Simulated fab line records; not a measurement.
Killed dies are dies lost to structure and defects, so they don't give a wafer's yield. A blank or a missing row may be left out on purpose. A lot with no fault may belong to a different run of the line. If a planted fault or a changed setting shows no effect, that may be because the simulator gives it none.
What tool caused it? / flow nandHarc / 11 lots with 33 wafers sampled at 5 steps, on a route of 1159 steps

WHAT EACH GAUGE READ, for each wafer
NHARC_END_SORT_01.
lot=L815; measured=day 21 23:14; on=prober-01; killedAtArray=35 38 35; killedAtOther=1 2 0; killedAtPeriphery=7 4 4; killedDies=43 44 39; killedOpen=5 6 6; killedShort=1 4 2
lot=L819; measured=day 23 00:20; on=prober-02; killedAtArray=17 21 29; killedAtOther=0 0 0; killedAtPeriphery=9 4 7; killedDies=26 25 36; killedOpen=5 3 4; killedShort=1 2 3

EACH LOT AND THE TOOL THAT RAN IT (in order: tool; ch and the chambers of the sampled wafers; start)
lot=L805; NHARC_A_STAIRCASE_TRIM_200=rieDiel-12 ch 1,3, day 11 04:43 or earlier; NHARC_A_STAIRCASE_TRIM_202=rieDiel-12 ch 0,1,3, day 11 04:43 or earlier; NHARC_A_STAIRCASE_TRIM_220=rieDiel-12 ch 0,1,2, day 11 04:43; NHARC_A_STAIRCASE_ETCH_230=rieDiel-12 ch 0,1, no start
lot=L810; NHARC_A_STAIRCASE_TRIM_200=rieDiel-12 ch 1,2,3, day 12 05:22 or earlier; NHARC_A_STAIRCASE_TRIM_202=rieDiel-12 ch 0,2,3, day 12 05:22 or earlier; NHARC_A_STAIRCASE_TRIM_220=rieDiel-03 ch 0,1,3, day 12 05:22; NHARC_A_STAIRCASE_ETCH_230=rieDiel-03 ch 0,3, no start
lot=L809; NHARC_A_STAIRCASE_TRIM_200=rieDiel-08 ch 0,1,2, day 12 08:24 or earlier; NHARC_A_STAIRCASE_TRIM_202=rieDiel-08 ch 0,2, day 12 08:24 or earlier; NHARC_A_STAIRCASE_TRIM_220=rieDiel-12 ch 0,1, day 12 08:24; NHARC_A_STAIRCASE_ETCH_230=rieDiel-12 ch 2,3, no start
lot=L812; NHARC_A_STAIRCASE_TRIM_200=rieDiel-12 ch 0,1, day 13 10:25 or earlier; NHARC_A_STAIRCASE_TRIM_202=rieDiel-12 ch 0,2,3, day 13 10:25 or earlier; NHARC_A_STAIRCASE_TRIM_220=rieDiel-12 ch 0,2, day 13 10:25; NHARC_A_STAIRCASE_ETCH_230=rieDiel-12 ch 0,2,3, no start
lot=L813; NHARC_A_STAIRCASE_TRIM_200=rieDiel-08 ch 0,1,3, day 13 10:31 or earlier; NHARC_A_STAIRCASE_TRIM_202=rieDiel-08 ch 1,3, day 13 10:31 or earlier; NHARC_A_STAIRCASE_TRIM_220=rieDiel-12 ch 1,2, day 13 10:31; NHARC_A_STAIRCASE_ETCH_230=rieDiel-03 ch 1,2,3, no start
lot=L814; NHARC_A_STAIRCASE_TRIM_200=rieDiel-03 ch 0,1,3, day 13 17:50 or earlier; NHARC_A_STAIRCASE_TRIM_202=rieDiel-03 ch 0,1,2, day 13 17:50 or earlier; NHARC_A_STAIRCASE_TRIM_220=rieDiel-12 ch 0,1,2, day 13 17:50; NHARC_A_STAIRCASE_ETCH_230=rieDiel-12 ch 1,2,3, no start
lot=L815; NHARC_A_STAIRCASE_TRIM_200=rieDiel-12 ch 0,3, day 13 18:44 or earlier; NHARC_A_STAIRCASE_TRIM_202=rieDiel-12 ch 0,1,2, day 13 18:44 or earlier; NHARC_A_STAIRCASE_TRIM_220=rieDiel-03 ch 0,1,2, day 13 18:44; NHARC_A_STAIRCASE_ETCH_230=rieDiel-03 ch 1,3, day 21 23:14 or earlier
lot=L819; NHARC_A_STAIRCASE_TRIM_200=rieDiel-03 ch 0,1,3, day 14 19:52 or earlier; NHARC_A_STAIRCASE_TRIM_202=rieDiel-03 ch 0,1,3, day 14 19:52 or earlier; NHARC_A_STAIRCASE_TRIM_220=rieDiel-08 ch 1,3, day 14 19:52; NHARC_A_STAIRCASE_ETCH_230=rieDiel-08 ch 1,3, day 23 00:20 or earlier
lot=L822; NHARC_A_STAIRCASE_TRIM_200=rieDiel-12 ch 0,1,2, day 15 14:15 or earlier; NHARC_A_STAIRCASE_TRIM_202=rieDiel-12 ch 0,2, day 15 14:15 or earlier; NHARC_A_STAIRCASE_TRIM_220=rieDiel-12 ch 0,2, day 15 14:15; NHARC_A_STAIRCASE_ETCH_230=rieDiel-12 ch 0,1,2, no start
lot=L826; NHARC_A_STAIRCASE_TRIM_200=rieDiel-12 ch 0,1,3, day 16 12:27 or earlier; NHARC_A_STAIRCASE_TRIM_202=rieDiel-12 ch 0,2, day 16 12:27 or earlier; NHARC_A_STAIRCASE_TRIM_220=rieDiel-03 ch 0,1,2, day 16 12:27; NHARC_A_STAIRCASE_ETCH_230=rieDiel-12 ch 0,1,3, no start
lot=L827; NHARC_A_STAIRCASE_TRIM_200=rieDiel-03 ch 0,2, day 17 04:20 or earlier; NHARC_A_STAIRCASE_TRIM_202=rieDiel-03 ch 0,2,3, day 17 04:20 or earlier; NHARC_A_STAIRCASE_TRIM_220=rieDiel-08 ch 0,2,3, day 17 04:20; NHARC_A_STAIRCASE_ETCH_230=rieDiel-12 ch 0,1,2, no start
- NHARC_A_STAIRCASE_TRIM_200: chemistry O2, time 211.2 s.
- NHARC_A_STAIRCASE_TRIM_202: chemistry O2, time 211.2 s.
- NHARC_A_STAIRCASE_TRIM_220: chemistry O2, time 211.2 s.
- NHARC_A_STAIRCASE_ETCH_230: etches the open film in C4F8/O2, target depth 100 nm, time 40.5 s.

WHAT THE TOOLS THEMSELVES READ (means of the sampled wafers that have a number; where no wafer has one, the mark that the record gives instead)
NHARC_A_STAIRCASE_TRIM_200.
lot=L805; tool=rieDiel-12; drypumpMotorCurrentA (A)=6.1; mfcArSccm (sccm)=0.006; oesProductAu (a.u.)=0.989; rfVppV (V)=57.2; showerheadPlenumPTorr (Torr)=3.47; throttleValvePct (%)=17.036
lot=L810; tool=rieDiel-12; drypumpMotorCurrentA (A)=6.2; mfcArSccm (sccm)=0.009; oesProductAu (a.u.)=0.988; rfVppV (V)=59.0; showerheadPlenumPTorr (Torr)=3.57; throttleValvePct (%)=17.031
lot=L809; tool=rieDiel-08; drypumpMotorCurrentA (A)=6.2; mfcArSccm (sccm)=0.009; oesProductAu (a.u.)=0.998; rfVppV (V)=58.3; showerheadPlenumPTorr (Torr)=3.45; throttleValvePct (%)=17.039
lot=L812; tool=rieDiel-12; drypumpMotorCurrentA (A)=5.8; mfcArSccm (sccm)=0.000; oesProductAu (a.u.)=0.993; rfVppV (V)=58.2; showerheadPlenumPTorr (Torr)=3.42; throttleValvePct (%)=17.048
lot=L813; tool=rieDiel-08; drypumpMotorCurrentA (A)=5.9; mfcArSccm (sccm)=0.008; oesProductAu (a.u.)=1.003; rfVppV (V)=57.0; showerheadPlenumPTorr (Torr)=3.39; throttleValvePct (%)=17.033
lot=L814; tool=rieDiel-03; drypumpMotorCurrentA (A)=5.9; mfcArSccm (sccm)=0.004; oesProductAu (a.u.)=1.008; rfVppV (V)=57.9; showerheadPlenumPTorr (Torr)=3.38; throttleValvePct (%)=17.039
lot=L815; tool=rieDiel-12; drypumpMotorCurrentA (A)=6.2; mfcArSccm (sccm)=0.011; oesProductAu (a.u.)=0.996; rfVppV (V)=58.1; showerheadPlenumPTorr (Torr)=3.60; throttleValvePct (%)=17.038
lot=L819; tool=rieDiel-03; drypumpMotorCurrentA (A)=5.9; mfcArSccm (sccm)=0.004; oesProductAu (a.u.)=1.006; rfVppV (V)=57.0; showerheadPlenumPTorr (Torr)=3.38; throttleValvePct (%)=17.045
lot=L822; tool=rieDiel-12; drypumpMotorCurrentA (A)=6.0; mfcArSccm (sccm)=0.003; oesProductAu (a.u.)=1.000; rfVppV (V)=57.6; showerheadPlenumPTorr (Torr)=3.48; throttleValvePct (%)=17.032
lot=L826; tool=rieDiel-12; drypumpMotorCurrentA (A)=6.0; mfcArSccm (sccm)=0.006; oesProductAu (a.u.)=1.000; rfVppV (V)=58.0; showerheadPlenumPTorr (Torr)=3.48; throttleValvePct (%)=17.043
lot=L827; tool=rieDiel-03; drypumpMotorCurrentA (A)=6.2; mfcArSccm (sccm)=0.000; oesProductAu (a.u.)=1.010; rfVppV (V)=56.5; showerheadPlenumPTorr (Torr)=3.31; throttleValvePct (%)=17.032

NHARC_A_STAIRCASE_TRIM_202.
lot=L805; tool=rieDiel-12; drypumpMotorCurrentA (A)=6.0; mfcArSccm (sccm)=0.006; oesProductAu (a.u.)=0.989; rfVppV (V)=57.2; showerheadPlenumPTorr (Torr)=3.51; throttleValvePct (%)=17.035
lot=L810; tool=rieDiel-12; drypumpMotorCurrentA (A)=6.2; mfcArSccm (sccm)=0.009; oesProductAu (a.u.)=1.003; rfVppV (V)=58.2; showerheadPlenumPTorr (Torr)=3.60; throttleValvePct (%)=17.043
lot=L809; tool=rieDiel-08; drypumpMotorCurrentA (A)=6.4; mfcArSccm (sccm)=0.003; oesProductAu (a.u.)=1.000; rfVppV (V)=57.7; showerheadPlenumPTorr (Torr)=3.51; throttleValvePct (%)=17.025
lot=L812; tool=rieDiel-12; drypumpMotorCurrentA (A)=6.1; mfcArSccm (sccm)=0.009; oesProductAu (a.u.)=0.991; rfVppV (V)=58.1; showerheadPlenumPTorr (Torr)=3.59; throttleValvePct (%)=17.037
lot=L813; tool=rieDiel-08; drypumpMotorCurrentA (A)=5.8; mfcArSccm (sccm)=0.013; oesProductAu (a.u.)=1.007; rfVppV (V)=57.6; showerheadPlenumPTorr (Torr)=3.42; throttleValvePct (%)=17.029
lot=L814; tool=rieDiel-03; drypumpMotorCurrentA (A)=6.0; mfcArSccm (sccm)=0.000; oesProductAu (a.u.)=1.004; rfVppV (V)=58.2; showerheadPlenumPTorr (Torr)=3.35; throttleValvePct (%)=17.042
lot=L815; tool=rieDiel-12; drypumpMotorCurrentA (A)=5.9; mfcArSccm (sccm)=0.003; oesProductAu (a.u.)=0.991; rfVppV (V)=57.2; showerheadPlenumPTorr (Torr)=3.49; throttleValvePct (%)=17.036
lot=L819; tool=rieDiel-03; drypumpMotorCurrentA (A)=5.9; mfcArSccm (sccm)=0.004; oesProductAu (a.u.)=1.010; rfVppV (V)=57.8; showerheadPlenumPTorr (Torr)=3.38; throttleValvePct (%)=17.036
lot=L822; tool=rieDiel-12; drypumpMotorCurrentA (A)=5.9; mfcArSccm (sccm)=0.003; oesProductAu (a.u.)=1.003; rfVppV (V)=57.7; showerheadPlenumPTorr (Torr)=3.51; throttleValvePct (%)=17.030
lot=L826; tool=rieDiel-12; drypumpMotorCurrentA (A)=5.9; mfcArSccm (sccm)=0.003; oesProductAu (a.u.)=1.010; rfVppV (V)=58.3; showerheadPlenumPTorr (Torr)=3.50; throttleValvePct (%)=17.037
lot=L827; tool=rieDiel-03; drypumpMotorCurrentA (A)=5.8; mfcArSccm (sccm)=0.004; oesProductAu (a.u.)=1.018; rfVppV (V)=58.0; showerheadPlenumPTorr (Torr)=3.36; throttleValvePct (%)=17.042

NHARC_A_STAIRCASE_TRIM_220.
lot=L805; tool=rieDiel-12; drypumpMotorCurrentA (A)=6.0; mfcArSccm (sccm)=0.003; oesProductAu (a.u.)=1.002; rfVppV (V)=57.7; showerheadPlenumPTorr (Torr)=3.50; throttleValvePct (%)=17.037
lot=L810; tool=rieDiel-03; drypumpMotorCurrentA (A)=5.9; mfcArSccm (sccm)=0.004; oesProductAu (a.u.)=1.004; rfVppV (V)=57.5; showerheadPlenumPTorr (Torr)=3.39; throttleValvePct (%)=17.036
lot=L809; tool=rieDiel-12; drypumpMotorCurrentA (A)=5.8; mfcArSccm (sccm)=0.000; oesProductAu (a.u.)=0.986; rfVppV (V)=57.9; showerheadPlenumPTorr (Torr)=3.39; throttleValvePct (%)=17.044
lot=L812; tool=rieDiel-12; drypumpMotorCurrentA (A)=6.1; mfcArSccm (sccm)=0.007; oesProductAu (a.u.)=0.998; rfVppV (V)=57.7; showerheadPlenumPTorr (Torr)=3.58; throttleValvePct (%)=17.034
lot=L813; tool=rieDiel-12; drypumpMotorCurrentA (A)=6.0; mfcArSccm (sccm)=0.003; oesProductAu (a.u.)=0.985; rfVppV (V)=56.8; showerheadPlenumPTorr (Torr)=3.46; throttleValvePct (%)=17.043
lot=L814; tool=rieDiel-12; drypumpMotorCurrentA (A)=6.0; mfcArSccm (sccm)=0.003; oesProductAu (a.u.)=0.997; rfVppV (V)=57.6; showerheadPlenumPTorr (Torr)=3.49; throttleValvePct (%)=17.036
lot=L815; tool=rieDiel-03; drypumpMotorCurrentA (A)=6.0; mfcArSccm (sccm)=0.000; oesProductAu (a.u.)=1.007; rfVppV (V)=56.1; showerheadPlenumPTorr (Torr)=3.35; throttleValvePct (%)=17.039
lot=L819; tool=rieDiel-08; drypumpMotorCurrentA (A)=5.8; mfcArSccm (sccm)=0.013; oesProductAu (a.u.)=0.998; rfVppV (V)=56.7; showerheadPlenumPTorr (Torr)=3.41; throttleValvePct (%)=17.038
lot=L822; tool=rieDiel-12; drypumpMotorCurrentA (A)=5.9; mfcArSccm (sccm)=0.003; oesProductAu (a.u.)=1.130; rfVppV (V)=57.8; showerheadPlenumPTorr (Torr)=3.51; throttleValvePct (%)=17.035
lot=L826; tool=rieDiel-03; drypumpMotorCurrentA (A)=6.0; mfcArSccm (sccm)=0.000; oesProductAu (a.u.)=1.001; rfVppV (V)=57.9; showerheadPlenumPTorr (Torr)=3.34; throttleValvePct (%)=17.029
lot=L827; tool=rieDiel-08; drypumpMotorCurrentA (A)=6.1; mfcArSccm (sccm)=0.002; oesProductAu (a.u.)=0.997; rfVppV (V)=57.7; showerheadPlenumPTorr (Torr)=3.43; throttleValvePct (%)=17.042

NHARC_A_STAIRCASE_ETCH_230.
lot=L805; tool=rieDiel-12; oesProductAu (a.u.)=0.933; rfVppV (V)=891
lot=L810; tool=rieDiel-03; oesProductAu (a.u.)=0.951; rfVppV (V)=892
lot=L809; tool=rieDiel-12; oesProductAu (a.u.)=0.947; rfVppV (V)=901
lot=L812; tool=rieDiel-12; oesProductAu (a.u.)=0.947; rfVppV (V)=898
lot=L813; tool=rieDiel-03; oesProductAu (a.u.)=0.952; rfVppV (V)=892
lot=L814; tool=rieDiel-12; oesProductAu (a.u.)=0.953; rfVppV (V)=897
lot=L815; tool=rieDiel-03; oesProductAu (a.u.)=0.955; rfVppV (V)=892
lot=L819; tool=rieDiel-08; oesProductAu (a.u.)=0.943; rfVppV (V)=891
lot=L822; tool=rieDiel-12; oesProductAu (a.u.)=0.938; rfVppV (V)=895
lot=L826; tool=rieDiel-12; oesProductAu (a.u.)=0.964; rfVppV (V)=894
lot=L827; tool=rieDiel-12; oesProductAu (a.u.)=0.959; rfVppV (V)=894

THE ANSWER, worked out from the rows above alone
Rule: the lots themselves supply what counts as usual. Put in order of their means at a reading, lots are off if they are a third of the lots or fewer, leave a main group of 4 or more, and stand apart from it by a gap of 3 or more times the standard deviation of the main group's means; of several such gaps the widest counts. Not used: any main group whose means are identical at the precision the tables above print for the reading. Also off: a lot with no number at a reading for which 4 or more lots have one. Where the step has rows for the other lots, those lots are counted as sound. The gauges are gone through in route order, then the tools' own readings, and for those a lot's mean is taken as printed above. The first step at which some lot is off is used, and at that step the reading that is off furthest; a lot without a number counts as furthest.
Off: L822, at NHARC_A_STAIRCASE_TRIM_220 (oesProductAu). Mean 0.997 a.u. and standard deviation 0.0067 in the main group.
If a tool, at that step or one of the process steps before it, ran each lot that is off and ran no sound lot following the first of them, it fits. NHARC_A_STAIRCASE_TRIM_200 gives no start for some lots, so the hours and the order of its lots are those of NHARC_A_STAIRCASE_TRIM_220. NHARC_A_STAIRCASE_TRIM_202 gives no start for some lots, so the hours and the order of its lots are those of NHARC_A_STAIRCASE_TRIM_220. One candidate fits, namely rieDiel-12 at NHARC_A_STAIRCASE_TRIM_220. Its last sound lot is L814 (day 13 17:50), its first lot that is off L822 (day 15 14:15): a fault that began between those two fits.
The tool's own readings at NHARC_A_STAIRCASE_TRIM_220 bear it out: on the lots that are off they differ by more than 5 times the standard deviation of the sound lots' means. oesProductAu reads 1.130 a.u. there against 0.997 a.u. on the sound lots.

WHAT THE SIMULATOR HAD PUT IN
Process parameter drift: rieDiel-12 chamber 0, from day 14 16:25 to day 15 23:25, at NHARC_A_STAIRCASE_TRIM_220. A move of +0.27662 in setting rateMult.
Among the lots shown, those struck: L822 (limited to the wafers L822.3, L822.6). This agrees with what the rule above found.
